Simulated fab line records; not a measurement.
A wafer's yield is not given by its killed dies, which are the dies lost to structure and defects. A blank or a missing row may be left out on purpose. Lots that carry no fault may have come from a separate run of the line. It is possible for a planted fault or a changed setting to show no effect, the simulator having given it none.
A lot that was struck, set against a sound lot + flow nand harc + 14 out of 1159 route steps
Sound: wafers L521.4, L521.5, L521.6. Struck: wafers L533.1, L533.2, L533.3. The cause comes at the end.
At each step with rows: each side's tool, then ch and its chambers, then its first start. Under that, the readings that differ: sound wafers + struck wafers + difference of the means + sigmas: that difference in standard deviations of wafers without a fault.
alike: same words and numbers on both sides, and readings whose means sit less than 2 such deviations apart. not compared: any withheld reading, any reading some wafer has no value for, any bound like >300 that may hide the same value, and any number with overlapping values for which the record gives no deviation.
The two part at a step that has a row with sigmas, a row that says differs or no value, or rows on one side only. Numbers that have no deviation but don't overlap get no sigmas and don't part them. A reading missing from all wafers of one side parts the sides only when that side holds two or more wafers.

first, 1 step without rows for these wafers: NHARC_A_CONTACT_STRIP_27 (strips in post etch residue remover, time 600 s).
NHARC_A_CONTACT_ALD_18: deposits TiN, target thk 3 nm, pulse time 1 s, ald cycles 150.
  sound on ald metal-03 ch 1,2,3, day 17 08:40; struck on ald metal-04 ch 0,1,3, day 20 06:03
  alike: heater power w, precursor pulse height rel
NHARC_A_CONTACT_CVD_19: deposits W, target thk 300 nm, time 802 s.
  sound: cvd w-02 ch 0,1; struck: cvd w-02 ch 0,1
  alike: heater power w, throttle valve pct
NHARC_A_CONTACT_CMP_20: polishes, t overpolish 30 s, target thk 300 nm.
  sound on cmp-01 ch 1,2,3, day 17 11:34; struck on cmp-04 ch 0,1,3, day 20 13:00
| reading              | sound                | struck               | difference | sigmas |
|----------------------|----------------------|----------------------|------------|--------|
| overpolish run s (s) | 29.984 29.992 29.983 | 30.010 30.005 30.000 | +0.019     | +2     |
  alike: motor current A, time to endpoint s
after that, 1 step had no rows for these wafers: NHARC_A_CONTACT_SRD_22.
NHARC_A_CONTACT_INSPECT_23:
  sound on defect inspect-01, day 17 11:54; struck on defect inspect-02, day 20 13:24
  alike: raw defect count
then, 5 steps without rows for these wafers: NHARC_A_BLC_DEHYDRATE_00 (time 120 s); NHARC_A_BLC_HMDS_01 (time 30 s); NHARC_A_BLC_COAT_02 (time 75 s); NHARC_A_BLC_COAT_03 (time 65 s); NHARC_A_BLC_COAT_04 (resist thk 90 nm).
NHARC_A_BLC_SOFTBAKE_05: time 55 s.
  sound on litho track-06 ch 0, day 17 11:00; struck on litho track-01 ch 0, day 20 13:00
| reading                  | sound                | struck               | difference | sigmas |
|--------------------------|----------------------|----------------------|------------|--------|
| heater power total W (W) | 188.34 188.30 188.79 | 192.86 193.06 193.26 | +4.58      | +29    |
after that, 1 step had no rows for these wafers: NHARC_A_BLC_EBR_06.
NHARC_END_SORT_01:
  the record has rows for the struck wafers here (prober-01 ch 0, day 22 08:14) and none for the sound ones

WHERE THEY PART
Earliest at NHARC_A_CONTACT_CMP_20; latest, in this record, at NHARC_END_SORT_01.

WHY: whatever the simulator had introduced
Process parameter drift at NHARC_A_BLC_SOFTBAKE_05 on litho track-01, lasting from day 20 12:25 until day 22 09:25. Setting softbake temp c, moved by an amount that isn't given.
